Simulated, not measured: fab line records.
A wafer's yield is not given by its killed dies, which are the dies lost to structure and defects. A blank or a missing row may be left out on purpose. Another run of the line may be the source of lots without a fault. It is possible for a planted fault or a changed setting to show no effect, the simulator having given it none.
Chamber matching    flow n5-finfet    3 sister chambers for N5_BEOL_M5_CVD_47 on cvd-co-01
The step deposits Co from CCTBA/H2, target thk 3 nm, time 216 s. 3 wafers are shown with their chamber, then 6 later ones without.

WAFERS PAIRED WITH THEIR CHAMBERS
wafer   chamber  run-length-s (s)
L161.3  0        238.6
L175.2  2        239.3
L175.6  1        238.4

WAFERS MISSING THEIR CHAMBER
wafer   run-length-s (s)
L174.1  238.4
L174.4  239.4
L174.6  238.8
L178.1  239.5
L178.2  238.7
L178.4  238.5

THE CHAMBER EACH PASSED THROUGH
wafer    from the rows above       in truth
L174.1   can't be placed: 1 or 0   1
L174.4   2                         2
L174.6   can't be placed: 0 or 1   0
L178.1   2                         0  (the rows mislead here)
L178.2   can't be placed: 0 or 1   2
L178.4   can't be placed: 0 or 1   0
Placed correctly: 1 of 6. These rows do not allow placing 4 (true chamber among the candidates in 3). Number placed wrongly: 1.
How it was worked out, from the rows above alone: a wafer's distance from a chamber is the root of the sum, over the readings, of the square of ((its reading less the chamber's mean) divided by the reading's scatter). The wafer belongs to the nearest chamber; if the next one is less than 2 further off, it can't be placed. A chamber's mean is the mean of its shown wafers. The scatter: with one shown wafer a chamber, the root of the mean of the squares of how far each hidden wafer lies from its nearest shown one.
